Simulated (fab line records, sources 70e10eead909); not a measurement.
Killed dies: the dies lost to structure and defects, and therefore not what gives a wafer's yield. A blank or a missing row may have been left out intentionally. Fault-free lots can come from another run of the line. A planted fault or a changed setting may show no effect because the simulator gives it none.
Chamber matching    flow nand-harc    NHARC_A_STAIRCASE_DEP_259 on pecvd-03 has 3 sister chambers
The step deposits SiON, target thk 30 nm. 6 wafers are shown with their chamber, then 9 later ones without.

WAFERS WITH THEIR CHAMBER
wafer   chamber  heater-power-w (W)
L076.4  0        861
L085.2  1        743
L085.4  2        815
L086.1  2        891
L086.3  0        757
L086.6  1        792

WAFERS WITH NO CHAMBER GIVEN
wafer   heater-power-w (W)
L089.1  686
L089.3  811
L089.6  701
L093.1  907
L093.5  902
L093.6  757
L097.2  800
L097.4  879
L097.5  821

WHICH CHAMBER EACH ONE RAN IN
wafer   from the rows above           in truth
L089.1  can't be placed: 1 or 0 or 2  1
L089.3  can't be placed: 0 or 2 or 1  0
L089.6  can't be placed: 1 or 0 or 2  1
L093.1  can't be placed: 2 or 0 or 1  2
L093.5  can't be placed: 2 or 0 or 1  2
L093.6  can't be placed: 1 or 0 or 2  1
L097.2  can't be placed: 0 or 1 or 2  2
L097.4  can't be placed: 2 or 0 or 1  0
L097.5  can't be placed: 0 or 2 or 1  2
Placed correctly: 0 of 9. Cannot be placed on the basis of these rows: 9; the candidates contain the true chamber in 9. Placed wrongly: 0.
How it was worked out, from the rows above alone: a wafer's distance from a chamber is the root of the sum, over the readings, of the square of ((its reading less the chamber's mean) divided by the reading's scatter). The wafer belongs to the nearest chamber; if the next one is less than 2 further off, it can't be placed. Each chamber's mean is taken over the wafers shown for it. How the scatter is found: for the shown wafers, subtract from each reading the mean of its chamber, square and add these, divide the total by (wafers less chambers), then take the root.
